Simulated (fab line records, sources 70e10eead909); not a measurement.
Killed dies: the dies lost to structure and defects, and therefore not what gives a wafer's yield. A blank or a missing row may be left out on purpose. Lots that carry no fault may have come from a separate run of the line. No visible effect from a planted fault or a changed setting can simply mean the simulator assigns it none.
Chamber matching | flow nand-harc | rie-diel-10 running NHARC_A_CHANNEL_HOLE_D1_ETCH_44: 4 sister chambers
The step etches the open film in CF4/O2, target depth 140 nm, overetch 14 nm, time 77 s. 8 wafers are shown with their chamber, then 12 later ones without.

== WAFERS WITH THEIR CHAMBER ==
wafer  | chamber | drypump-motor-current-A (A) | rf-vpp-V (V)
L090.2 | 2       | 5.8                         | 198.3
L090.6 | 1       | 5.3                         | 200.3
L092.3 | 0       | 5.7                         | 195.1
L092.4 | 3       | 5.6                         | 195.4
L092.5 | 2       | 5.8                         | 197.9
L093.2 | 0       | 5.7                         | 197.5
L093.3 | 3       | 5.7                         | 196.4
L093.4 | 1       | 5.3                         | 200.9

== WAFERS WITH NO CHAMBER GIVEN ==
wafer  | drypump-motor-current-A (A) | rf-vpp-V (V)
L094.4 | 5.3                         | 198.6
L094.5 | 5.3                         | 198.7
L094.6 | 5.6                         | 197.5
L095.2 | 5.7                         | 196.9
L095.4 | 5.3                         | 199.7
L095.5 | 5.7                         | 196.9
L096.1 | 5.7                         | 196.3
L096.4 | 5.6                         | 194.8
L096.5 | 5.6                         | 198.6
L097.1 | 5.6                         | 194.6
L097.3 | 5.8                         | 197.9
L097.5 | 5.6                         | 196.2

== THE CHAMBER EACH PASSED THROUGH ==
wafer  | from the rows above     | in truth
L094.4 | 1                       | 1
L094.5 | 1                       | 1
L094.6 | can't be placed: 3 or 0 | 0
L095.2 | can't be placed: 0 or 3 | 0
L095.4 | 1                       | 1
L095.5 | can't be placed: 0 or 3 | 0
L096.1 | can't be placed: 0 or 3 | 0
L096.4 | can't be placed: 3 or 0 | 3
L096.5 | can't be placed: 3 or 0 | 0
L097.1 | can't be placed: 3 or 0 | 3
L097.3 | 2                       | 2
L097.5 | can't be placed: 3 or 0 | 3
Correctly placed: 4 of 12. Unplaceable from these rows: 8, with the true chamber sitting among the candidates in 8. Placed wrongly: 0.
How it was worked out, from the rows above alone: a wafer's distance from a chamber is the root of the sum, over the readings, of the square of ((its reading less the chamber's mean) divided by the reading's scatter). The wafer belongs to the nearest chamber; if the next one is less than 2 further off, it can't be placed. For every chamber, the mean is computed from those of its wafers that are shown. The scatter: take each reading less its chamber's mean, square it, sum over the shown wafers, divide by the number of wafers less the number of chambers, and take the root.
